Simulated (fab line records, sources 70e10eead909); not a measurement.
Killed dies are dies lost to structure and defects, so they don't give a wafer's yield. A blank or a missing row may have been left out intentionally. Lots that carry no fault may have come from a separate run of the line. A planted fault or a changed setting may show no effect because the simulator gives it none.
A struck lot beside a sound one -- flow nand_harc -- 42 out of 1302 route steps
Sound: wafers L656.2, L656.3, L656.6. Struck: wafers L646.1, L646.4. (L646.2 of the same lot was not struck and is left out.) The cause comes at the end.
At each step with rows: each side's tool, then ch and its chambers, then its first start. Under that, the readings that differ: sound wafers -- struck wafers -- difference of the means -- sigmas: that difference in standard deviations of wafers without a fault.
alike: words and numbers the same on both sides, and readings whose means are apart by under 2 such deviations; not compared: readings that were withheld, readings missing a value for some wafer, numbers with overlapping values and no deviation given by the record, and bounds like >300 which may hide the same value.
Wherever a step has rows on one side only, a row that says differs or no value, or a row with sigmas, the two part there. When numbers do not overlap yet have no deviation, they are printed without sigmas and do not part them. Lack of a reading on every wafer of one side parts them only where that side has two or more wafers.

first, 4 steps without rows for these wafers: NHARC_A_CONTACT_DESCUM_74 (chemistry O2, time 3 s); NHARC_A_CONTACT_ETCH_75 (etches the open film in CF4, target depth 39 nm, time 65 s); NHARC_A_CONTACT_ETCH_76 (etches the open film in N2/H2, target depth 260 nm, time 475.3 s); NHARC_A_CONTACT_ETCH_77 (etches the open film in CF4/CHF3, target depth 108.9 nm, time 54.5 s).
NHARC_A_CONTACT_ETCH_78: etches the open film in O2/COS, target depth 5300 nm, time 1378 s.
  sound: rie_diel-13 ch 0,2; struck: rie_diel-13 ch 1,3
  alike: cos_flow_sccm, drypump_motor_current_A, oes_product_au, rf_vpp_V, showerhead_plenum_p_Torr, throttle_valve_pct
  not compared: rf_hours_counter_h
then, 7 steps without rows for these wafers: NHARC_A_CONTACT_ETCH_124 (etches the open film in C4F8/O2/Ar, time 140 s, target depth 700 nm); NHARC_A_CONTACT_ETCH_125 (etches the open film in C4F8/O2/Ar, time 197 s, target depth 1918 nm); NHARC_A_CONTACT_ETCH_126 (etches the open film in C4F8/O2/Ar, time 197 s, target depth 1918 nm); NHARC_A_CONTACT_ETCH_127 (etches the open film in C4F8/O2/Ar, time 197 s, target depth 1918 nm); NHARC_A_CONTACT_ETCH_128 (etches the open film in C4F8/O2/Ar, time 197 s, target depth 1918 nm); NHARC_A_CONTACT_ETCH_129 (etches the open film in C4F8/O2/Ar, time 197 s, target depth 1918 nm); NHARC_A_CONTACT_ETCH_130 (etches the open film in C4F8/O2/Ar, time 197 s, target depth 1918 nm).
NHARC_A_CONTACT_ETCH_131: etches the open film in C4F8/O2/Ar, time 197 s, target depth 1918 nm.
  sound on har_cap_etch-02 ch 0,1, day 29 12:27; struck on har_cap_etch-02 ch 1, day 25 23:54
  not compared: rf_hours_counter_h
then, 1 step without rows for these wafers: NHARC_A_CONTACT_ETCH_132 (etches the open film in C4F8/O2/Ar, time 197 s, target depth 1924 nm).
NHARC_A_CONTACT_ETCH_133: etches the open film in C4F8/O2/Ar, time 374 s, target depth 1610 nm.
  sound on har_cap_etch-02 ch 0,1, day 29 12:50; struck on har_cap_etch-02 ch 1, day 26 00:16
  not compared: rf_hours_counter_h
then, 1 step without rows for these wafers: NHARC_A_CONTACT_ETCH_91 (etches the open film in CH3F/O2, target depth 40 nm, time 85.7 s).
NHARC_A_CONTACT_ETCH_97: etches the open film in C4F6/O2, target depth 20 nm, time 10 s.
  sound: rie_diel-13 ch 1,2; struck: rie_diel-02 ch 2,3
reading,sound,struck,difference,sigmas
oes_product_au (a.u.),0.962 0.939 0.930,1.022 1.001,+0.068,+3
  alike: c4f6_flow_sccm, drypump_motor_current_A, rf_vpp_V, showerhead_plenum_p_Torr, throttle_valve_pct
  not compared: rf_hours_counter_h
NHARC_A_CONTACT_CD_MEAS_80:
  struck on cd_sem-01, day 26 01:16; sound on cd_sem-03, day 29 13:46
  alike: cd_nm
then, 7 steps without rows for these wafers: NHARC_A_CONTACT_STRIP_103 (strips in N2/H2); NHARC_A_CONTACT_STRIP_104 (strips in CF4/CHF3); NHARC_A_CONTACT_STRIP_105 (strips in O2/COS); NHARC_A_CONTACT_ETCH_106 (etches the open film in CF4/O2, target depth 90 nm, overetch 9 nm, time 49.5 s); NHARC_A_CONTACT_STRIP_82 (strips in O2); NHARC_A_CONTACT_STRIP_83 (strips in post etch residue remover, time 600 s); NHARC_A_CONTACT_DEP_84 (deposits aC, target thk 2800 nm).
NHARC_A_CONTACT_DEP_85: deposits SiON, target thk 60 nm.
  sound on pecvd-04 ch 0,1,2, day 29 16:28; struck on pecvd-01 ch 1,2, day 26 03:57
  alike: heater_power_w, showerhead_vpp_V
then, 10 steps without rows for these wafers: NHARC_A_CONTACT_DEHYDRATE_00 (time 120 s); NHARC_A_CONTACT_HMDS_01 (time 30 s); NHARC_A_CONTACT_COAT_86 (time 75 s); NHARC_A_CONTACT_COAT_87 (time 65 s); NHARC_A_CONTACT_COAT_02 (resist thk 90 nm); NHARC_A_CONTACT_SOFTBAKE_03 (time 55 s); NHARC_A_CONTACT_EBR_04; NHARC_A_CONTACT_EXPOSE_05 (exposes mask A CC); NHARC_A_CONTACT_PEB_06 (peb time 65 s); NHARC_A_CONTACT_DEVELOP_07 (develop time 35 s).
NHARC_A_CONTACT_CD_MEAS_08: target cd 200 nm.
  sound on cd_sem-02 ch 0, day 29 17:10; struck on cd_sem-02 ch 0, day 26 04:32
reading,sound,struck,difference,sigmas
cd_nm (nm),201.1 201.2 201.1,199.4 200.1,-1.4,-2
NHARC_A_CONTACT_OVL_MEAS_09:
  struck on overlay-02, day 26 04:38; sound on overlay-01, day 29 17:15
  alike: overlay_x_nm, overlay_y_nm
then, 1 step without rows for these wafers: NHARC_A_CONTACT_DESCUM_13 (chemistry O2, time 3 s).
NHARC_A_CONTACT_ETCH_88: etches the open film in CF4, target depth 39 nm, time 65 s.
  sound on rie_diel-13 ch 1,3, day 29 17:26; struck on rie_diel-13 ch 0,1, day 26 04:49
  alike: drypump_motor_current_A, oes_product_au, rf_vpp_V, showerhead_plenum_p_Torr, throttle_valve_pct
  not compared: rf_hours_counter_h
then, 1 step without rows for these wafers: NHARC_A_CONTACT_ETCH_89 (etches the open film in N2/H2, target depth 260 nm, time 475.3 s).
-- jump in the record: it breaks off in module A_CONTACT and resumes in module END (first step shown: number 1302 of the route), and 2 days separate the struck wafers' starts before and after --
NHARC_END_SORT_01:
  sound on prober-02 ch 0, day 31 19:13; struck on prober-02 ch 0, day 28 09:52
reading,sound,struck,difference,sigmas
killed_at_array,42 52 47,118 118,+71,+4
killed_at_periphery,6 13 3,3 2,-5,-2
killed_dies,50 66 52,121 121,+65,+4
  alike: killed_at_other, killed_open, killed_short

== WHERE THEY PART ==
Earliest at NHARC_A_CONTACT_ETCH_97; latest, in this record, at NHARC_END_SORT_01.

WHY: what the simulator had put in
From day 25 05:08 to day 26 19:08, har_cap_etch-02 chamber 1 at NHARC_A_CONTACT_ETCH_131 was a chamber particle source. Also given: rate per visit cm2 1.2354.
